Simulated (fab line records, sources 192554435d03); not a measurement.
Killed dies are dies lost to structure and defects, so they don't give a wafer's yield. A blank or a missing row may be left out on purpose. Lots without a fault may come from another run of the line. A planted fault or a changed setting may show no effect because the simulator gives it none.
A struck lot beside a sound one | flow n5_finfet | 32 steps out of a route of 1938
Sound: wafers L643.1, L643.4, L643.5. Struck: wafers L654.2, L654.6. (L654.1 of the same lot was not struck and is left out.) The cause comes at the end.
At each step with rows: each side's tool, then ch and its chambers, then its first start. Under that, the readings that differ: sound wafers | struck wafers | difference of the means | sigmas: that difference in standard deviations of wafers without a fault.
alike: readings whose means differ by less than 2 such deviations, and words and numbers that are the same on both sides. not compared: withheld readings, readings that some wafer has no value for, bounds like >300 that may hide the same value, and numbers for which the record gives no deviation and whose values overlap.
The two part at a step that has a row with sigmas, a row that says differs or no value, or rows on one side only. Numbers that don't overlap but have no deviation are shown without sigmas and don't part them. A reading that every wafer of one side lacks parts them only if that side has two wafers or more.

first, 11 steps without rows for these wafers: N5_BEOL_M1_ANNEAL_89 (time 240 s); N5_BEOL_M1_SPUTTER_90 (material Cu, target thk 4.5 nm, time 8.29 s); N5_BEOL_M1_ANNEAL_91 (time 240 s); N5_BEOL_M1_SPUTTER_92 (material Cu, target thk 4.5 nm, time 8.29 s); N5_BEOL_M1_ANNEAL_93 (time 240 s); N5_BEOL_M1_SPUTTER_94 (material Cu, target thk 4.5 nm, time 8.29 s); N5_BEOL_M1_ANNEAL_95 (time 240 s); N5_BEOL_M1_SPUTTER_96 (material Cu, target thk 4.5 nm, time 8.29 s); N5_BEOL_M1_ECD_50 (material Cu, target thk 300 nm); N5_BEOL_M1_ANNEAL_51 (time 90 s); N5_BEOL_M1_CMP_52 (polishes, stops on SiOC, t overpolish 6.8 s, target thk 40 nm).
N5_BEOL_M1_PRE_CLEAN_60: time 15 s.
  sound on cvd_co-02 ch 1,2, day 6 22:44; struck on cvd_co-02 ch 2, day 9 10:33
  alike: heater_power_w
then, 3 steps without rows for these wafers: N5_BEOL_M1_CO_CAP_55 (material Co, precursor CCTBA/H2, target thk 2 nm, time 102.1 s); N5_BEOL_M1_PRE_CLEAN_56 (time 15 s); N5_BEOL_M1_DEP_57 (deposits SiCN from 3MS/NH3, target thk 8 nm, time 14 s).
N5_BEOL_M1_INSPECT_59: inspects for defects (darkfield).
  sound on defect_inspect-02, day 6 22:59; struck on defect_inspect-01, day 9 10:48
  reading          | sound    | struck    | difference | sigmas
  raw_defect_count | 83 99 79 | 1440 1542 | +1404      | +54
then, 12 steps without rows for these wafers: N5_BEOL_M2_ILD_DEP_00 (deposits SiOC from DEMS/O2, target thk 79 nm, time 15.3 s); N5_BEOL_M2_PECVD_72 (deposits SiO2 from TEOS/O2, target thk 16 nm, time 18 s); N5_BEOL_M2_HM_DEP_02 (deposits TiN, target thk 20 nm); N5_BEOL_M2_COAT_61 (time 60 s, resist thk 60 nm); N5_BEOL_M2_COAT_62 (time 60 s, resist thk 12 nm); N5_BEOL_M2_COAT_73 (time 60 s, resist thk 5 nm); N5_BEOL_M2_COAT_05 (resist thk 30 nm); N5_BEOL_M2_EBR_07; N5_BEOL_M2_SOFTBAKE_06 (time 60 s); N5_BEOL_M2_EXPOSE_08 (exposes mask M2); N5_BEOL_M2_PEB_09 (peb time 60 s); N5_BEOL_M2_DEVELOP_10 (develop time 30 s).
N5_BEOL_M2_INSPECT_13: inspects for defects (brightfield).
  sound on defect_inspect-01, day 6 23:56; struck on defect_inspect-02, day 9 13:27
  reading          | sound       | struck    | difference | sigmas
  raw_defect_count | 593 537 482 | 1759 1900 | +1292      | +14
then, 1 step without rows for these wafers: N5_BEOL_M2_DESCUM_16 (chemistry O2, time 7 s).
N5_BEOL_M4_RC_MEAS_101:
  sound on prober-01 ch 0, day 8 10:49; struck on prober-01 ch 0, day 11 05:43
  reading       | sound          | struck    | difference | sigmas
  ION_P (uA/um) | 446 459 453    | 474 466   | +17        | +3
  VT_P (mV)     | -256 -254 -250 | -247 -246 | +7         | +2
  alike: DIBL_N, DIBL_P, IOFF_N, IOFF_P, ION_N, SS_N, SS_P, VT_N
-- the record jumps here: 4 days lie between the struck wafers' starts before and after (it left off in module BEOL_M4 and takes up again in module PASSIVATION, whose first step shown is number 1936 of the route) --
N5_PASSIVATION_PROBE_49:
  sound on prober-01, day 12 14:16; struck on prober-01, day 15 08:58
  reading                  | sound          | struck    | difference | sigmas
  defect_limited_yield (%) | 90.2 92.0 90.0 | 78.1 76.9 | -13.2      | -8
  killed_at_M0_to_M3       | 29 31 52       | 202 195   | +161       | +16
  killed_dies              | 116 94 118     | 259 272   | +156       | +9
  sort_bin_5_function (%)  | 5.4 5.1 5.6    | 12.9 12.8 | +7.5       | +7
  sort_bin_6_memory (%)    | 4.1 2.2 4.1    | 4.5 5.9   | +1.7       | +3
  sort_n_pass              | 1064 1086 1062 | 921 908   | -156       | -9
  sort_yield_pct (%)       | 90.2 92.0 90.0 | 78.1 76.9 | -13.2      | -8
  alike: killed_at_M4_up, killed_at_contacts, killed_at_front_end, killed_at_other, killed_open, killed_short

WHERE THEY PART
First at N5_BEOL_M1_INSPECT_59; last, within this record, at N5_PASSIVATION_PROBE_49.

WHY: what the simulator had put in
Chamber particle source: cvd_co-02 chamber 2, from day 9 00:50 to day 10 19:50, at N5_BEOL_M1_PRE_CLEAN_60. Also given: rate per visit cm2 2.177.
